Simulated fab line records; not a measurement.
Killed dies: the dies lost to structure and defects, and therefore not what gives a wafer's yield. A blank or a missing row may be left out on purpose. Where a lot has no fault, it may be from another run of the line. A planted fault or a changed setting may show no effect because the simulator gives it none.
Split-lot trial | flow n5-finfet | route with 1938 steps; 7 lots, 39 wafers read

== ON THE SPLIT ==
At N5_FIN_SAQP_SPACER2_ALD_28 (deposits SiO2, target thk 8.1 nm, pulse time 1 s, purge time 2 s), the setting target-thk-a was moved away from the recipe's 81 angstrom on 15 of the 39 wafers read, by -41.0% to +57.3%. For the rest of the wafers, this setting stayed at what the recipe calls for.

== FROM THE SPLIT TO THE READING: what the file shows between them, 9 steps ==
- N5_FIN_SAQP_SPACER2_ETCHBACK_29: etches SiO2 in CHF3/O2, target depth 12.2 nm, time 6.1 s
- N5_FIN_SAQP_MANDREL2_REMOVE_60: chemistry HBr/Cl2/O2, target a-Si, stops on SiNx, bt time 10 s
- N5_FIN_SAQP_CD_MEAS_31: target cd 8 nm
- N5_FIN_SAQP_HM_OPEN_33: chemistry CH3F/O2, target SiNx, target depth 49.4 nm, time 70.6 s
- N5_FIN_SAQP_ETCH_34: etches SiO2 in C4F6/O2, target depth 45 nm, time 15 s
- N5_FIN_SAQP_STRIP_77: strips in N2/H2, time 90 s
- N5_FIN_SAQP_HM_CD_35: target cd 8 nm
- N5_FIN_SAQP_ETCH_64: etches SiO2 in CF4, target depth 1.5 nm
- N5_FIN_SAQP_FIN_ETCH_36: etches the open film in HBr/Cl2/O2, target depth 120 nm, time 50.4 s

== THE READING ==
Shown in nm: cd-nm at N5_FIN_SAQP_CD_MEAS_37, with target cd 8 nm. A value of 8.07 nm with a standard deviation of 0.26 nm is what fault-free wafers of this fab line usually give.

wafer  | tool, chamber at the split | target-thk-a as run, angstrom | against the recipe | cd-nm, nm | against lot-mates on the recipe
L076.1 | ald-sin-02, 2,1,0          | 47.76                         | -41.0%             | 5.09      | -2.84
L076.2 | ald-sin-02, 0,3,1          | 81                            | recipe             | 8.20      | -
L076.3 | ald-sin-02, 0,3,1          | 81                            | recipe             | 7.70      | -
L076.4 | ald-sin-02, 2,1,0          | 47.76                         | -41.0%             | 5.06      | -2.87
L076.5 | ald-sin-02, 0,3,1          | 81                            | recipe             | 7.89      | -
L076.6 | ald-sin-02, 2,1,0          | 47.76                         | -41.0%             | 4.38      | -3.55
L080.1 | ald-sin-03, 0              | 81                            | recipe             | 8.42      | -
L080.2 | ald-sin-03, 2,3,2          | 127.4                         | +57.3%             | 12.72     | +4.60
L080.3 | ald-sin-03, 1,3            | 81                            | recipe             | 7.81      | -
L080.4 | ald-sin-03, 2,3,2          | 127.4                         | +57.3%             | 13.02     | +4.90
L080.5 | ald-sin-03, 1,3            | 81                            | recipe             | 8.12      | -
L080.6 | ald-sin-03, 2,3,2          | 127.4                         | +57.3%             | 12.64     | +4.52
L081.1 | ald-sin-02, 0,1,0          | 81                            | recipe             | 8.14      | -
L081.2 | ald-sin-02, 1,2,2          | 67.91                         | -16.2%             | 6.51      | -1.53
L081.3 | ald-sin-02, 1,2,2          | 67.91                         | -16.2%             | 6.91      | -1.13
L081.4 | ald-sin-02, 0,1,0          | 81                            | recipe             | 7.98      | -
L081.5 | ald-sin-02, 0,1,0          | 81                            | recipe             | 8.01      | -
L081.6 | ald-sin-02, 1,2,2          | 67.91                         | -16.2%             | 6.47      | -1.57
L085.1 | ald-sin-03, 3,2,1          | 50.31                         | -37.9%             | 4.56      | -3.32
L085.2 | ald-sin-03, 3,2,1          | 50.31                         | -37.9%             | 5.08      | -2.80
L085.3 | ald-sin-03, 1,0,2          | 81                            | recipe             | 8.00      | -
L085.4 | ald-sin-03, 1,0,2          | 81                            | recipe             | 7.58      | -
L085.5 | ald-sin-03, 3,2,1          | 50.31                         | -37.9%             | 5.08      | -2.80
L085.6 | ald-sin-03, 1,0,2          | 81                            | recipe             | 8.07      | -
L086.1 | ald-sin-01, 0              | 81                            | recipe             | 8.08      | -
L086.2 | ald-sin-01, 3,2,1,1        | 81                            | recipe             | 8.00      | -
L086.3 | ald-sin-01, 3,2,1,1        | 81                            | recipe             | 8.11      | -
L086.4 | ald-sin-01, 3,2,1,1        | 81                            | recipe             | 8.31      | -
L086.5 | ald-sin-01, 0              | 81                            | recipe             | 7.76      | -
L086.6 | ald-sin-01, 3,2,1,1        | 81                            | recipe             | 7.99      | -
L094.1 | ald-sin-02, 0,3,1          | 81                            | recipe             | 7.74      | -
L094.2 | ald-sin-02, 0,3,1          | 81                            | recipe             | 8.11      | -
L094.5 | ald-sin-02, 0,3,1          | 81                            | recipe             | 8.04      | -
L096.1 | ald-sin-03, 2,3,0          | 125.8                         | +55.3%             | 12.73     | +4.60
L096.2 | ald-sin-03, 2,3,0          | 125.8                         | +55.3%             | 12.53     | +4.40
L096.3 | ald-sin-03, 1,3,0          | 81                            | recipe             | 8.29      | -
L096.4 | ald-sin-03, 2,3,0          | 125.8                         | +55.3%             | 12.35     | +4.22
L096.5 | ald-sin-03, 1,3,0          | 81                            | recipe             | 8.06      | -
L096.6 | ald-sin-03, 1,3,0          | 81                            | recipe             | 8.04      | -
When a row names more than one chamber, that row covers several wafers, and the file does not tell which wafer ran in which chamber.

THE FIT
A straight line over all 39 wafers: cd-nm changes by +0.0817 nm for each +1% of target-thk-a; r = +1.00; the points scatter about the line by 0.22 nm.
The same after taking each lot's own level away (the mean of its wafers on the recipe; 39 wafers): +0.0796 nm for each +1%; r = +1.00; scatter 0.21 nm.
That fit puts the effect of the largest move of target-thk-a on the reading at 4.6 nm.
Measured against the standard deviation above, the lots' own levels, which go from 7.883 to 8.130 nm, span 0.9 times it.
The two slopes are in agreement: the lot-to-lot level therefore moves the slope only a little.
Check: +4.57 nm against its lot-mates is what the line predicts for one of the wafers moved furthest among these (+57.3%) when that wafer is left out of the fit. It came out at +4.6 nm against them.

== OTHER SPLITS ON THESE WAFERS ==
These wafers also went through other splits before the reading. Each is held against what the fit with the lots' levels taken away leaves over:
other split on the same wafers | wafers away from the commonest value | r with cd-nm (lot level and that fit taken away)
N5_FIN_SAQP_HM_DEP_03 time-s   | 15                                   | -0.40

== THE WHOLE CHAIN: every reading that the file lists as answering this split, in the file's order ==
step                           | what it does                                                         | reading                                                                                 | change (the file's fit)                | r (the file's)
N5_FIN_SAQP_SPACER2_ALD_28     | deposits SiO2, target thk 8.1 nm, pulse time 1 s, purge time 2 s     | SiO2_of_FIN_SAQP_SPACER2_ALD_28.thk-nm (the simulator's own value, which no gauge read) | +0.0821 nm for each +1% of the setting | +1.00
N5_FIN_SAQP_MANDREL2_REMOVE_60 | chemistry HBr/Cl2/O2, target a-Si, stops on SiNx, bt time 10 s       | FIN_SAQP.cd-nm (the simulator's own value, which no gauge read)                         | +0.0805 nm for each +1% of the setting | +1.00
N5_FIN_SAQP_CD_MEAS_31         | target cd 8 nm                                                       | cd-nm                                                                                   | +0.0787 nm for each +1% of the setting | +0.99
N5_FIN_SAQP_HM_CD_35           | target cd 8 nm                                                       | cd-nm                                                                                   | +0.0797 nm for each +1% of the setting | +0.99
N5_FIN_SAQP_FIN_ETCH_36        | etches the open film in HBr/Cl2/O2, target depth 120 nm, time 50.4 s | FIN_SAQP.cd-nm (the simulator's own value, which no gauge read)                         | +0.0796 nm for each +1% of the setting | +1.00
N5_FIN_SAQP_CD_MEAS_37         | target cd 8 nm                                                       | cd-nm                                                                                   | +0.0796 nm for each +1% of the setting | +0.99

== FILE'S OWN FIT ==
cd-nm changes by +0.0796 nm for each +1% of target-thk-a, r = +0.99.
